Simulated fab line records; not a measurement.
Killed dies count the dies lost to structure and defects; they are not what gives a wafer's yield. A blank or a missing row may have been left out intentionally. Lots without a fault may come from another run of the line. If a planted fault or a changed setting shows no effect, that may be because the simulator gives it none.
fab line records    flow n5_finfet    part 2 of 2: steps 5 to 6 of 6
record lots=23  wafers=69  last_day=18
route steps=1938 shown HKMG_FIN@454 GATE_CUT@475 MOL_CONTACT_COAG@560
lots with no fault: from the same line, run without faults
start_h: hours from the record's first day to the start of the lot's first wafer shown    wait_h: hours since the lot's step before    " identical to the entry in the row above    L1.1+2: one row covering several wafers at once    - no value present, or no start provided    * or withheld: withheld    < > ~ a bound
route shown NAME@n: names a module that has steps shown in the file, with the first one's number in the route    usual: the fault-free wafers' mean and standard deviation    same: alike in all rows    chamber/n: place in a boat    sites: per-site readings    _std_site: the standard deviation of these    _edge_site: mean of outer sites minus mean of inner sites    radius_mm: how far each site lies from the wafer's centre    mask NAME#n: copy n    behind: the tool/chamber that last shaped the wafer    hold: cause of the lot's hold/its duration in hours/its outcome    device: which transistor (n, p or np) failed to switch    end of line: the same wafers' tests at the end of the route    a step given without rows: its recipe and nothing more    killed: the dies lost at the first sort to structure and to defects; this is not the yield of the wafer    map: the dies of a wafer, with x for killed, . for not killed, _ for no die there
set.NAME: the run value of the setting; set.NAME@STEP: its run value at that earlier step    model.NAME: the simulator's own value behind a step, which no gauge read
the route's steps for a sample of lots (tables are steps, rows are wafers)
services: the hour from which a tool's chamber was out of use, counted from the record's first day as start_h (under 0 if before that day), plus the number of hours and why
## steps
# step N5_MOL_CONTACT_COAG_CMP_28
# recipe stop_on=SiNx  t_overpolish_s=0.85  post_cmp_clean=alkaline_brush  down_force_psi=4.15  platen_rpm=51.8  pad_velocity_m_s=1.0307  target_thk_nm=14.522
# usual motor_current_A=12.0/1  time_to_endpoint_s=6.3/2.5
lot.wafer  tool    chamber  start_h  wait_h  motor_current_A  time_to_endpoint_s
L074.1     cmp-02  0        96.14    0.8     13.7             6.2
L074.4     "       3        "        "       10.7             2.8
L074.5     "       0        "        "       14.5             5.2
L075.3     cmp-04  0        105.06   0.8     11.1             9.9
L075.4     "       1        "        "       13.8             4.1
L075.6     "       0        "        "       10.9             9.2
L076.3     cmp-03  3        111.15   0.9     12.1             2.7
L076.2     "       0        "        "       13.0             4.1
L076.5     "       1        "        "       12.0             2.7
L077.2     cmp-03  1        117.55   0.8     12.5             6.2
L077.3     "       2        "        "       10.4             6.9
L077.5     "       0        "        "       13.0             6.1
L078.1     cmp-03  1        121.58   0.8     12.0             2.0
L078.2     "       3        "        "       11.6             3.7
L078.6     "       1        "        "       12.5             4.6
L079.1     cmp-03  2        128.96   0.8     11.2             8.3
L079.2     "       3        "        "       11.7             8.6
L079.5     "       1        "        "       11.8             5.3
L080.3     cmp-03  2        132.53   0.8     11.3             6.0
L080.2     "       1        "        "       12.1             5.3
L080.5     "       2        "        "       11.0             8.3
L081.2     cmp-03  2        140.68   0.8     10.9             8.4
L081.5     "       1        "        "       12.2             5.4
L081.6     "       2        "        "       10.8             8.2
L082.3     cmp-02  2        146.99   0.8     12.7             2.0
L082.2     "       3        "        "       9.9              5.4
L082.1     "       0        "        "       14.2             9.0
L083.4     cmp-03  0        157.29   0.8     13.5             8.1
L083.6     "       0        "        "       13.2             9.8
L083.5     "       1        "        "       12.6             6.6
L084.3     cmp-03  1        158.67   0.8     12.4             7.3
L084.4     "       2        "        "       11.4             8.8
L084.2     "       3        "        "       12.2             9.6
L085.4     cmp-03  1        165.68   1.1     12.0             6.4
L085.6     "       2        "        "       10.7             6.3
L085.5     "       3        "        "       11.3             6.2
L086.2     cmp-03  0        167.81   0.9     12.8             7.0
L086.4     "       1        "        "       11.5             6.5
L086.5     "       2        "        "       10.6             9.9
L088.4     cmp-03  3        185.33   0.8     12.0             6.1
L088.3     "       1        "        "       11.8             6.2
L088.1     "       2        "        "       11.1             8.7
L089.3     cmp-04  1        186.17   0.9     12.8             4.1
L089.4     "       2        "        "       11.8             2.9
L089.5     "       3        "        "       11.0             1.5
L090.4     cmp-04  2        189.92   0.9     12.2             3.2
L090.3     "       3        "        "       11.8             5.0
L090.6     "       0        "        "       11.2             8.0
L092.4     cmp-04  0        203.18   0.1     11.2             8.7
L092.1     "       1        "        "       13.5             2.7
L092.6     "       0        "        "       10.1             7.4
L091.2     cmp-04  2        206.69   0.9     12.0             6.3
L091.4     "       3        "        "       11.1             6.0
L091.5     "       1        "        "       13.3             3.5
L093.1     cmp-04  1        209.87   0.8     13.2             4.4
L093.2     "       2        "        "       12.2             5.5
L093.6     "       1        "        "       12.6             3.2
L094.2     cmp-03  3        216.99   1.6     12.3             5.9
L094.3     "       2        "        "       10.4             8.8
L094.6     "       3        "        "       11.5             3.9
L095.3     cmp-03  3        224.37   1.0     11.5             9.4
L095.1     "       0        "        "       13.1             13.3
L095.5     "       0        "        "       12.8             10.3
L096.2     cmp-04  1        233.80   0.8     13.3             2.9
L096.1     "       0        "        "       10.4             10.1
L096.5     "       1        "        "       13.3             2.5
L097.4     cmp-04  3        236.22   0.8     12.3             9.4
L097.2     "       0        "        "       10.7             9.9
L097.1     "       2        "        "       11.6             4.5
# step N5_MOL_CONTACT_COAG_ETCH_89
# recipe chemistry=N2/H2  target=underlayer  target_depth_a=130  mask_material=CAR-EUV  time_s=10.4  ion_energy_ev=200  pressure_mtorr=30  source_w=840  bias_w=150  n2_flow_sccm=200  h2_flow_sccm=200  ends=cleared
# usual drypump_motor_current_A=5.6/0.58  etch_rf_on_time_s=10.44/0.24  oes_product_au=0.68/0.079  rf_vpp_V=524.7/2.5  showerhead_plenum_p_Torr=2.57/0.077  throttle_valve_pct=17.73/0.25
lot.wafer  tool         chamber  start_h  wait_h  drypump_motor_current_A  etch_rf_on_time_s  oes_product_au  rf_hours_counter_h  rf_vpp_V  showerhead_plenum_p_Torr  throttle_valve_pct
L074.1     rie_diel-02  3        97.99    0.0     6.5                      10.62              0.61            175                 524.3     2.54                      17.92
L074.4     "            1        "        "       5.3                      10.24              0.66            153                 524.6     2.54                      17.70
L074.5     "            0        "        "       5.5                      10.14              0.71            -                   524.1     2.58                      17.78
L075.3     rie_diel-06  1        106.39   0.0     5.5                      10.62              0.59            213                 527.2     2.59                      17.95
L075.4     "            2        "        "       6.4                      10.12              0.85            -                   526.6     2.71                      17.45
L075.6     "            1        "        "       5.6                      10.51              0.60            -                   526.2     2.59                      17.98
L076.2     rie_diel-06  0        112.53   0.0     4.8                      10.19              0.78            27                  523.9     2.51                      17.91
L076.3     "            3        "        "       5.7                      10.47              0.60            231                 521.4     2.48                      17.62
L076.5     "            2        "        "       6.4                      10.06              0.85            -                   527.2     2.71                      17.46
L077.2     rie_diel-05  3        118.86   0.0     5.8                      10.64              0.58            248                 522.4     2.50                      18.29
L077.3     "            1        "        "       5.4                      10.50              0.60            218                 522.3     2.50                      17.85
L077.5     "            1        "        "       5.4                      10.50              0.60            -                   524.6     2.50                      17.86
L078.1     rie_diel-06  0        123.73   0.0     4.8                      10.46              0.76            31                  520.7     2.51                      17.93
L078.2     "            3        "        "       5.7                      10.57              0.58            236                 521.7     2.48                      17.62
L078.6     "            2        "        "       6.4                      10.16              0.81            -                   527.3     2.71                      17.46
L079.1     rie_diel-06  2        130.38   0.0     6.4                      10.06              0.82            9                   529.4     2.71                      17.47
L079.2     "            1        "        "       5.5                      10.57              0.60            222                 526.6     2.59                      17.98
L079.5     "            3        "        "       5.7                      10.55              0.58            -                   523.0     2.48                      17.63
L080.2     rie_diel-05  2        134.18   0.0     6.5                      10.87              0.78            14                  529.0     2.71                      17.69
L080.3     "            1        "        "       5.4                      10.44              0.59            226                 523.0     2.50                      17.88
L080.5     "            2        "        "       6.5                      10.76              0.77            -                   528.3     2.71                      17.69
L081.2     rie_diel-05  1        142.10   0.0     5.5                      10.40              0.59            230                 522.8     2.50                      17.88
L081.5     "            3        "        "       5.7                      10.62              0.84            -                   523.3     2.50                      17.99
L081.6     "            2        "        "       6.5                      10.88              0.77            -                   528.0     2.71                      17.69
L082.1     rie_diel-02  3        148.47   0.0     6.5                      10.47              0.60            196                 523.3     2.53                      17.95
L082.2     "            2        "        "       4.8                      10.55              0.68            108                 528.4     2.65                      17.30
L082.3     "            1        "        "       5.3                      10.27              0.65            162                 524.7     2.54                      17.71
L083.4     rie_diel-06  1        158.96   0.0     5.5                      10.61              0.58            231                 526.4     2.58                      18.01
L083.5     "            0        "        "       4.8                      10.25              0.74            -                   522.5     2.51                      17.91
L083.6     "            1        "        "       5.5                      10.67              0.58            -                   525.5     2.58                      18.01
L084.2     rie_diel-02  2        160.00   0.0     4.7                      10.57              0.68            112                 526.5     2.64                      17.28
L084.3     "            0        "        "       5.5                      10.04              0.69            122                 523.6     2.57                      17.80
L084.4     "            0        "        "       5.5                      10.15              0.69            -                   523.5     2.58                      17.82
L085.4     rie_diel-02  1        167.13   0.0     5.3                      10.34              0.64            168                 523.8     2.53                      17.71
L085.5     "            1        "        "       5.3                      10.33              0.64            -                   523.7     2.53                      17.74
L085.6     "            0        "        "       5.5                      9.98               0.69            -                   524.8     2.57                      17.83
L086.2     rie_diel-05  3        169.07   0.0     5.7                      10.76              0.79            10                  520.2     2.50                      17.99
L086.4     "            1        "        "       5.5                      10.47              0.58            240                 523.4     2.49                      17.89
L086.5     "            1        "        "       5.4                      10.45              0.59            -                   522.4     2.50                      17.88
L088.1     rie_diel-06  1        187.00   0.0     5.5                      10.59              0.58            242                 525.5     2.58                      18.01
L088.3     "            2        "        "       6.4                      10.25              0.77            28                  528.1     2.70                      17.51
L088.4     "            0        "        "       4.8                      10.29              0.74            -                   521.7     2.50                      17.95
L089.3     rie_diel-02  1        187.44   0.0     5.3                      10.52              0.63            174                 521.7     2.53                      17.73
L089.4     "            0        "        "       5.5                      10.09              0.67            131                 523.0     2.57                      17.81
L089.5     "            3        "        "       6.5                      10.53              0.59            -                   522.7     2.53                      17.98
L090.3     rie_diel-02  3        191.58   0.0     6.4                      10.47              0.59            211                 523.9     2.52                      17.98
L090.4     "            2        "        "       4.7                      10.66              0.66            123                 527.1     2.64                      17.31
L090.6     "            2        "        "       4.7                      10.61              0.66            -                   525.5     2.64                      17.31
L092.1     rie_diel-06  1        205.03   0.0     5.6                      10.59              0.57            249                 525.5     2.58                      18.04
L092.4     "            2        "        "       6.4                      10.04              0.77            36                  527.9     2.69                      17.51
L092.6     "            1        "        "       5.6                      10.61              0.58            -                   525.2     2.58                      18.03
L091.2     rie_diel-02  2        209.12   0.0     4.7                      10.74              0.65            131                 527.7     2.64                      17.33
L091.4     "            1        "        "       5.3                      10.42              0.64            183                 524.3     2.53                      17.74
L091.5     "            2        "        "       4.7                      10.78              0.65            -                   528.8     2.64                      17.33
L093.1     rie_diel-02  2        212.96   0.0     4.7                      10.49              0.66            133                 527.4     2.64                      17.34
L093.2     "            3        "        "       6.4                      10.50              0.59            222                 521.7     2.52                      18.00
L093.6     "            1        "        "       5.3                      10.30              0.64            -                   523.6     2.53                      17.74
L094.2     rie_diel-05  3        218.51   0.0     5.7                      10.76              0.77            21                  524.1     2.49                      18.02
L094.3     "            0        "        "       5.5                      10.64              0.67            120                 522.4     2.47                      17.89
L094.6     "            3        "        "       5.8                      10.66              0.77            -                   520.4     2.49                      18.02
L095.1     rie_diel-02  1        225.93   0.0     5.3                      10.39              0.64            189                 522.8     2.53                      17.75
L095.3     "            2        "        "       4.7                      10.55              0.65            138                 527.0     2.63                      17.35
L095.5     "            1        "        "       5.3                      10.39              0.63            -                   522.9     2.53                      17.74
L096.1     rie_diel-06  3        235.14   0.0     5.7                      10.61              0.77            18                  522.7     2.46                      17.22
L096.2     "            1        "        "       5.5                      10.42              0.81            2                   525.7     2.58                      17.43
L096.5     "            3        "        "       5.7                      10.45              0.79            -                   524.4     2.46                      17.22
L097.1     rie_diel-06  1        237.96   0.0     5.5                      10.43              0.80            3                   525.6     2.57                      17.43
L097.2     "            2        "        "       6.4                      10.15              0.74            51                  528.8     2.69                      17.55
L097.4     "            3        "        "       5.7                      10.56              0.77            19                  522.6     2.46                      17.21
## services
tool             chamber  start_h  hours  kind
rie_diel-04      3        63.58    3.9    repair
cmp-01           -        74.26    4.0    pm
rie_diel-01      3        74.90    5.1    repair
cmp-04           -        75.42    7.7    pm
plasma_asher-02  -        84.41    1.2    repair
rie_metal-02     -        87.42    14.6   pm
rie_diel-06      0        93.20    17.5   repair
cmp-04           -        94.94    7.2    pm
plasma_asher-02  -        97.19    2.7    repair
cmp-03           -        115.97   0.8    repair
cmp-04           -        127.08   4.0    pm
cmp-03           -        133.50   0.8    repair
rie_metal-02     -        142.52   0.3    repair
rie_diel-04      -        146.76   2.8    pm
rie_diel-04      2        163.49   3.9    repair
cmp-04           -        180.72   2.6    repair
cmp-03           -        189.92   16.7   pm
plasma_asher-02  -        193.41   0.7    repair
cmp-01           -        197.28   2.3    repair
cmp-03           -        213.17   0.3    repair
cmp-04           -        216.24   0.4    repair
cmp-03           -        217.93   4.0    pm
cmp-01           -        222.06   19.9   pm
rie_diel-06      -        236.71   0.9    repair
